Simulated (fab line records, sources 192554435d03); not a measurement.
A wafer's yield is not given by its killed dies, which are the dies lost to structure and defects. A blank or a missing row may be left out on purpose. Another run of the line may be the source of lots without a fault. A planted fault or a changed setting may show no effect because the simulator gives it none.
Struck lot and sound lot, side by side | flow n5 finfet | 37 out of 1938 route steps
Sound: the wafers L388.4, L388.5, L388.6. Struck: wafers L384.3, L384.4, L384.5. Last of all comes the cause.
At each step with rows: each side's tool, then ch and its chambers, then its first start. Under that, the readings that differ: sound wafers | struck wafers | difference of the means | sigmas: that difference in standard deviations of wafers without a fault.
alike: words and numbers the same on both sides, and readings whose means are apart by under 2 such deviations; not compared: readings that were withheld, readings missing a value for some wafer, numbers with overlapping values and no deviation given by the record, and bounds like >300 which may hide the same value.
Wherever a step has rows on one side only, a row that says differs or no value, or a row with sigmas, the two part there. When numbers do not overlap yet have no deviation, they are printed without sigmas and do not part them. A reading that every wafer of one side lacks parts them only if that side has two wafers or more.

first, 9 steps without rows for these wafers: N5_SDB_COAT_04 (time 60 s, resist thk 18 nm); N5_SDB_COAT_05 (resist thk 90 nm); N5_SDB_EBR_07; N5_SDB_SOFTBAKE_06 (time 60 s); N5_SDB_EXPOSE_08 (exposes mask SDB); N5_SDB_PEB_09 (peb time 60 s); N5_SDB_DEVELOP_10 (develop time 30 s); N5_SDB_DESCUM_16 (chemistry O2, time 7.9 s); N5_SDB_ETCH_17 (etches SiARC in CF4, target depth 23.4 nm, time 39 s).
N5_SDB_ETCH_18: etches SOC in N2/H2, target depth 100 nm, overetch 20 nm, time 150 s.
  sound on rie diel-04 ch 0,1, day 7 12:12; struck on rie diel-02 ch 0,2,3, day 6 14:13
  alike: drypump motor current A, oes product au, rf fwd power W, rf vpp V, showerhead plenum p Torr, temp c, throttle valve pct
  not compared: rf hours counter h
then, 26 steps without rows for these wafers: N5_SDB_STRIP_19 (strips in N2/H2); N5_SDB_STRIP_21 (strips in CF4); N5_SDB_HM_OPEN_20 (chemistry CH3F/O2, target SiNx, stops on poly-Si, target depth 24 nm); N5_SDB_STRIP_22 (strips in N2/H2); N5_SDB_PRECLEAN_23 (cleans in dHF, time 30 s); N5_SDB_DUMMY_REMOVE_24 (chemistry TMAH, target poly-Si, stops on SiO2, target depth 142 nm, time 57 s, rinse time 30 s); N5_SDB_ETCH_25 (etches SiO2 in C4F6/O2, target depth 10 nm, time 3.3 s); N5_SDB_CUT_ETCH_26 (etches Si in HBr/Cl2/O2, target depth 129.6 nm, bt time 20 s, time 51.8 s); N5_SDB_PRECLEAN_38 (cleans in dHF, time 10 s); N5_SDB_PRECLEAN_39 (cleans in O3/DIW, time 45 s); N5_SDB_SRD_28 (time 30 s); N5_SDB_ALD_29 (deposits SiNx, target thk 30 nm, pulse time 1 s, ald cycles 600); N5_SDB_CMP_30 (polishes, stops on poly-Si, t overpolish 1.54 s, target thk 30 nm); N5_DUMMY_REMOVAL_HM_STRIP_01 (strips SiNx in CH3F/O2, stops on poly-Si, target depth 4 nm, time 6.8 s); N5_DUMMY_REMOVAL_STRIP_10 (strips in N2/H2, time 40 s); N5_DUMMY_REMOVAL_PRECLEAN_07 (cleans in dHF, time 30 s); N5_DUMMY_REMOVAL_DUMMY_REMOVE_02 (chemistry TMAH, target poly-Si, stops on SiO2, target depth 142 nm, time 57 s, rinse time 30 s); N5_DUMMY_REMOVAL_PRECLEAN_08 (cleans in NF3:NH3, afs cycles 2, time 20 s, sublimation time 60 s); N5_DUMMY_REMOVAL_PRECLEAN_04 (cleans in DHF, time 37 s); N5_DUMMY_REMOVAL_SRD_05 (time 30 s); N5_HKMG_FIN_IL_REGROW_00 (material SiO2, chemistry O3, target thk 0.75 nm, time 30 s); N5_HKMG_FIN_HK_ALD_01 (deposits HfO2, target thk 1.6 nm, pulse time 3 s, purge time 3 s); N5_HKMG_FIN_HK_ANNEAL_02 (time 30 s); N5_HKMG_FIN_ALD_74 (deposits La2O3, target thk 0.5 nm, pulse time 6 s, co reactant pulse time 1 s); N5_HKMG_FIN_ALD_75 (deposits Al2O3, target thk 1 nm, co reactant pulse time 1 s); N5_HKMG_FIN_COAT_41 (time 60 s, resist thk 300 nm).
-- a jump in the record: the struck wafers' starts before and after are 13 days apart (it breaks off in module HKMG_FIN and resumes in module PASSIVATION, where the first step shown is number 1936 of the route) --
N5_PASSIVATION_PROBE_49:
  sound on prober-01, day 22 01:23; struck on prober-01, day 19 03:08
  reading                  | sound          | struck         | difference | sigmas
  defect limited yield (%) | 92.4 92.6 93.7 | 84.7 83.5 88.1 | -7.5       | -6
  killed at front end      | 29 27 19       | 126 139 89     | +93        | +10
  killed dies              | 90 87 74       | 181 195 141    | +89        | +6
  killed on rim            | 9 18 9         | 30 24 24       | +14        | +4
  sort_bin_5_function (%)  | 4.8 4.2 4.0    | 8.9 10.4 6.4   | +4.2       | +5
  sort_bin_6_memory (%)    | 2.1 2.6 1.9    | 4.0 4.6 3.4    | +1.8       | +3
  sort n pass              | 1090 1093 1106 | 999 985 1039   | -89        | -6
  sort yield pct (%)       | 92.4 92.6 93.7 | 84.7 83.5 88.1 | -7.5       | -6
  alike: killed_at_M0_to_M3, killed_at_M4_up, killed at contacts, killed at other, killed open, killed short

== WHERE THEY PART ==
Only at N5_PASSIVATION_PROBE_49, as far as this record shows.

WHY: the cause the simulator had injected
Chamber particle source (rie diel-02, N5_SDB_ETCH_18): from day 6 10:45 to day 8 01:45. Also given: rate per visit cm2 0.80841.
